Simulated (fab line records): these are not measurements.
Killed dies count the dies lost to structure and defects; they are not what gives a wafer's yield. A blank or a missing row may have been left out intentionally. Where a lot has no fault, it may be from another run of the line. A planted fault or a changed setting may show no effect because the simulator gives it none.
Chamber matching	flow n5 finfet	ald sin-01 running N5_GATE_CUT_SAC_CAP_01: 4 sister chambers
The step material SiNx, target thk 24 nm, pulse time 1 s, ald cycles 480. 7 wafers are shown with their chamber, then 9 later ones without.

== EACH WAFER AND ITS CHAMBER ==
wafer	chamber	heater power w (W)	precursor pulse height rel
L077.4	3	830	0.984
L085.3	0	883	1.020
L088.4	2	811	0.987
L088.6	0	851	0.987
L090.1	1	862	1.005
L090.5	2	820	0.990
L090.6	1	832	1.009

== WAFERS MISSING THEIR CHAMBER ==
wafer	heater power w (W)	precursor pulse height rel
L091.2	839	0.963
L091.5	880	1.024
L091.6	816	1.029
L094.2	825	1.000
L094.4	825	1.014
L094.5	803	0.996
L096.2	865	0.980
L096.4	875	0.988
L096.6	838	1.012

== WHICH CHAMBER EACH ONE RAN IN ==
wafer	from the rows above	in truth
L091.2	can't be placed: 3 or 2 or 1 or 0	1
L091.5	can't be placed: 0 or 1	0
L091.6	can't be placed: 1 or 2 or 0 or 3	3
L094.2	can't be placed: 2 or 3 or 1 or 0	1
L094.4	can't be placed: 1 or 2 or 3 or 0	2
L094.5	can't be placed: 2 or 3 or 1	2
L096.2	can't be placed: 0 or 3 or 1 or 2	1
L096.4	can't be placed: 0 or 1 or 3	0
L096.6	can't be placed: 1 or 0 or 3 or 2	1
0 of 9 placed correctly. Unplaceable from these rows: 9, with the true chamber sitting among the candidates in 9. Placed wrongly: 0.
How it was worked out, from the rows above alone: a wafer's distance from a chamber is the root of the sum, over the readings, of the square of ((its reading less the chamber's mean) divided by the reading's scatter). The wafer belongs to the nearest chamber; if the next one is less than 2 further off, it can't be placed. For every chamber, the mean is computed from those of its wafers that are shown. The scatter is the square root of a quotient: the sum, over the shown wafers, of each reading's squared deviation from its chamber's mean, divided by wafers minus chambers.
